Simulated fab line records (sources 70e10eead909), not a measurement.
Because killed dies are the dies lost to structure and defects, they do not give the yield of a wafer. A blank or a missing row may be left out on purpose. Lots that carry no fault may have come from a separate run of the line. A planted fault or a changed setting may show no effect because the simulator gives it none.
Chamber matching / flow nand_harc / rie_diel-03 running NHARC_A_CONTACT_ETCH_110: 4 sister chambers
The step etches the open film in CF4/O2, target depth 50 nm, overetch 5 nm, time 27.5 s. 18 wafers are shown with their chamber, then 9 later ones without.

== WAFERS PAIRED WITH THEIR CHAMBERS ==
wafer=L079.1; chamber=2; drypump_motor_current_A (A)=5.4; rf_vpp_V (V)=197.8; oes_product_au (a.u.)=0.994
wafer=L079.2; chamber=3; drypump_motor_current_A (A)=6.4; rf_vpp_V (V)=200.4; oes_product_au (a.u.)=1.002
wafer=L079.6; chamber=3; drypump_motor_current_A (A)=6.3; rf_vpp_V (V)=200.4; oes_product_au (a.u.)=1.003
wafer=L083.2; chamber=0; drypump_motor_current_A (A)=5.4; rf_vpp_V (V)=196.3; oes_product_au (a.u.)=0.994
wafer=L083.4; chamber=2; drypump_motor_current_A (A)=5.4; rf_vpp_V (V)=199.4; oes_product_au (a.u.)=0.983
wafer=L083.5; chamber=2; drypump_motor_current_A (A)=5.4; rf_vpp_V (V)=197.4; oes_product_au (a.u.)=0.999
wafer=L088.4; chamber=3; drypump_motor_current_A (A)=6.3; rf_vpp_V (V)=198.0; oes_product_au (a.u.)=1.003
wafer=L088.5; chamber=0; drypump_motor_current_A (A)=5.4; rf_vpp_V (V)=196.9; oes_product_au (a.u.)=0.995
wafer=L088.6; chamber=1; drypump_motor_current_A (A)=5.6; rf_vpp_V (V)=200.5; oes_product_au (a.u.)=1.012
wafer=L087.4; chamber=2; drypump_motor_current_A (A)=5.4; rf_vpp_V (V)=197.4; oes_product_au (a.u.)=0.988
wafer=L087.5; chamber=1; drypump_motor_current_A (A)=5.6; rf_vpp_V (V)=199.4; oes_product_au (a.u.)=0.995
wafer=L087.6; chamber=2; drypump_motor_current_A (A)=5.4; rf_vpp_V (V)=195.8; oes_product_au (a.u.)=0.992
wafer=L085.4; chamber=0; drypump_motor_current_A (A)=5.4; rf_vpp_V (V)=196.1; oes_product_au (a.u.)=0.999
wafer=L085.5; chamber=3; drypump_motor_current_A (A)=6.4; rf_vpp_V (V)=197.9; oes_product_au (a.u.)=1.012
wafer=L085.6; chamber=0; drypump_motor_current_A (A)=5.4; rf_vpp_V (V)=195.2; oes_product_au (a.u.)=0.996
wafer=L090.2; chamber=2; drypump_motor_current_A (A)=5.3; rf_vpp_V (V)=199.9; oes_product_au (a.u.)=0.989
wafer=L090.4; chamber=1; drypump_motor_current_A (A)=5.6; rf_vpp_V (V)=200.3; oes_product_au (a.u.)=0.992
wafer=L090.5; chamber=2; drypump_motor_current_A (A)=5.4; rf_vpp_V (V)=197.5; oes_product_au (a.u.)=0.991

SIGNATURES (means of the wafers above)
reading=drypump_motor_current_A; chamber 0=5.400; chamber 1=5.600; chamber 2=5.386; chamber 3=6.350; scatter within a chamber=0.0364
reading=rf_vpp_V; chamber 0=196.125; chamber 1=200.067; chamber 2=197.886; chamber 3=199.175; scatter within a chamber=1.18
reading=oes_product_au; chamber 0=0.99600; chamber 1=0.99967; chamber 2=0.99086; chamber 3=1.00500; scatter within a chamber=0.00575
Rule: a wafer's distance from a chamber is the root of the sum, over the readings, of the square of ((its reading less the chamber's mean) divided by the reading's scatter). The wafer belongs to the nearest chamber; if the next one is less than 2 further off, it can't be placed. The scatter: take each reading less its chamber's mean, square it, sum over the shown wafers, divide by the number of wafers less the number of chambers, and take the root.

== WAFERS MISSING THEIR CHAMBER ==
wafer=L093.1; drypump_motor_current_A (A)=5.4; rf_vpp_V (V)=195.3; oes_product_au (a.u.)=0.985
wafer=L093.2; drypump_motor_current_A (A)=5.4; rf_vpp_V (V)=200.0; oes_product_au (a.u.)=0.997
wafer=L093.3; drypump_motor_current_A (A)=5.6; rf_vpp_V (V)=200.8; oes_product_au (a.u.)=1.004
wafer=L092.2; drypump_motor_current_A (A)=5.4; rf_vpp_V (V)=195.8; oes_product_au (a.u.)=0.998
wafer=L092.3; drypump_motor_current_A (A)=6.4; rf_vpp_V (V)=198.1; oes_product_au (a.u.)=0.996
wafer=L092.6; drypump_motor_current_A (A)=6.4; rf_vpp_V (V)=198.6; oes_product_au (a.u.)=0.990
wafer=L096.2; drypump_motor_current_A (A)=6.4; rf_vpp_V (V)=199.3; oes_product_au (a.u.)=1.003
wafer=L096.3; drypump_motor_current_A (A)=5.4; rf_vpp_V (V)=197.3; oes_product_au (a.u.)=0.996
wafer=L096.5; drypump_motor_current_A (A)=6.4; rf_vpp_V (V)=197.7; oes_product_au (a.u.)=0.981

== WHICH CHAMBER EACH ONE RAN IN ==
wafer=L093.1; from the rows above=can't be placed: 0 or 2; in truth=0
wafer=L093.2; from the rows above=can't be placed: 2 or 0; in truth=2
wafer=L093.3; from the rows above=1; in truth=1
wafer=L092.2; from the rows above=can't be placed: 0 or 2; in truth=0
wafer=L092.3; from the rows above=3; in truth=3
wafer=L092.6; from the rows above=3; in truth=3
wafer=L096.2; from the rows above=3; in truth=3
wafer=L096.3; from the rows above=can't be placed: 0 or 2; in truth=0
wafer=L096.5; from the rows above=3; in truth=3
5 of 9 placed correctly. Not placeable from these rows: 4 (in 4, the candidates include the true chamber). Placed wrongly: 0.
